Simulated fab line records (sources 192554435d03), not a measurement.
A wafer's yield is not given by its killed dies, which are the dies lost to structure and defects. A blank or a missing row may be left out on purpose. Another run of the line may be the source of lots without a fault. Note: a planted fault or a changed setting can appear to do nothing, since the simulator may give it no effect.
Lot-split experiment | flow n5Finfet | on a route of 1938 steps: 7 lots, 21 wafers read

## THE SPLIT ITSELF
At N5_HKMG_FIN_ETCH_67 (etches SOC in N2/H2, stops on TiN, target depth 388.9 nm), the setting targetDepthA was moved away from the recipe's 3889 angstrom on 7 of the 21 wafers read, by -10.5% to +5.8%. The other wafers ran this setting at the recipe's value.

The reading comes from the split's own step.

## THE READING
SOC_of_HKMG_FIN_COAT_66.thkNm (the simulator's own value, which no gauge read), in nm, at N5_HKMG_FIN_ETCH_67 (etches SOC in N2/H2, stops on TiN, target depth 388.9 nm). There is no usual value for it anywhere in the file. Across the 14 wafers here that went through the recipe, the average is 13.8 nm and the standard deviation 4.3 nm.

wafer  | tool, chamber at the split | targetDepthA as run, angstrom | against the recipe | SOC_of_HKMG_FIN_COAT_66.thkNm, nm | against lot-mates on the recipe
L077.1 | rieDiel-02, 3              | 3889                          | recipe             | 18.2                              | -
L077.4 | rieDiel-02, 0              | 3479                          | -10.5%             | 48.6                              | +33.0
L077.6 | rieDiel-02, 3              | 3889                          | recipe             | 13                                | -
L079.3 | rieDiel-04, 3              | 3889                          | recipe             | 11.8                              | -
L079.5 | rieDiel-04, 0              | 3889                          | recipe             | 8.8                               | -
L079.6 | rieDiel-04, 3              | 3889                          | recipe             | 12.2                              | -
L080.2 | rieDiel-01, 2              | 3530                          | -9.2%              | 39.2                              | +22.3
L080.3 | rieDiel-01, 1              | 3889                          | recipe             | 15.4                              | -
L080.4 | rieDiel-01, 0              | 3889                          | recipe             | 18.4                              | -
L083.3 | rieDiel-04, 0              | 3889                          | recipe             | 8.2                               | -
L083.5 | rieDiel-04, 0              | 3889                          | recipe             | 8.2                               | -
L083.4 | rieDiel-04, 2              | 3889                          | recipe             | 13.6                              | -
L085.1 | rieDiel-02, 0              | 3889                          | recipe             | 23.8                              | -
L085.5 | rieDiel-02, 2              | 3889                          | recipe             | 17                                | -
L085.6 | rieDiel-02, 1              | 4093                          | +5.2%              | 8.2                               | -12.2
L088.1 | rieDiel-01, 1              | 3889                          | recipe             | 13                                | -
L088.5 | rieDiel-01, 3              | 3759                          | -3.3%              | 18.8                              | +5.8
L088.6 | rieDiel-01, 0              | 3759                          | -3.3%              | 15.6                              | +2.6
L090.1 | rieDiel-01, 1              | 3889                          | recipe             | 11.8                              | -
L090.3 | rieDiel-01, 2,3            | 4116                          | +5.8%              | 8.2                               | -3.6
L090.4 | rieDiel-01, 2,3            | 4116                          | +5.8%              | 8.2                               | -3.6
When a row names more than one chamber, that row covers several wafers, and the file does not tell which wafer ran in which chamber.

THE FIT
A straight line over all 21 wafers: SOC_of_HKMG_FIN_COAT_66.thkNm changes by -2.24 nm for each +1% of targetDepthA; r = -0.86; the points scatter about the line by 5.4 nm.
The same after taking each lot's own level away (the mean of its wafers on the recipe; 21 wafers): -2.15 nm for each +1%; r = -0.90; scatter 4.2 nm.
Per that fit: largest targetDepthA move, reading shift of 23 nm.
From 10.00 to 20.40 nm: that is the span of the lots' own levels, equal to 2.4 times the standard deviation above.
Consequently the slope shifts little with the lot-to-lot level, the two slopes agreeing.
Check: with one of the wafers moved furthest among these (-10.5%) left out of the fit, the line predicts +18.3 nm for it against its lot-mates. It came out at +33 nm against them.

## THESE WAFERS: OTHER SPLITS
Before the reading, these wafers also passed through other splits. Each is held against what the fit with the lots' levels taken away leaves over:
other split on the same wafers | wafers away from the commonest value | r with SOC_of_HKMG_FIN_COAT_66.thkNm (lot level and that fit taken away)
N5_DUMMY_GATE_ETCH_37 sourceW  | 9                                    | +0.06
N5_SD_EPI_P_COAT_35 spinRpm    | 7                                    | +0.20
N5_SD_EPI_P_ETCH_37 sourceW    | 6                                    | -0.17
N5_HKMG_FIN_COAT_41 spinRpm    | 7                                    | +0.27
N5_HKMG_FIN_ETCH_54 sourceW    | 6                                    | +0.20

## FILE'S OWN FIT
SOC_of_HKMG_FIN_COAT_66.thkNm changes by -2.43 nm for each +1% of targetDepthA, r = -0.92.
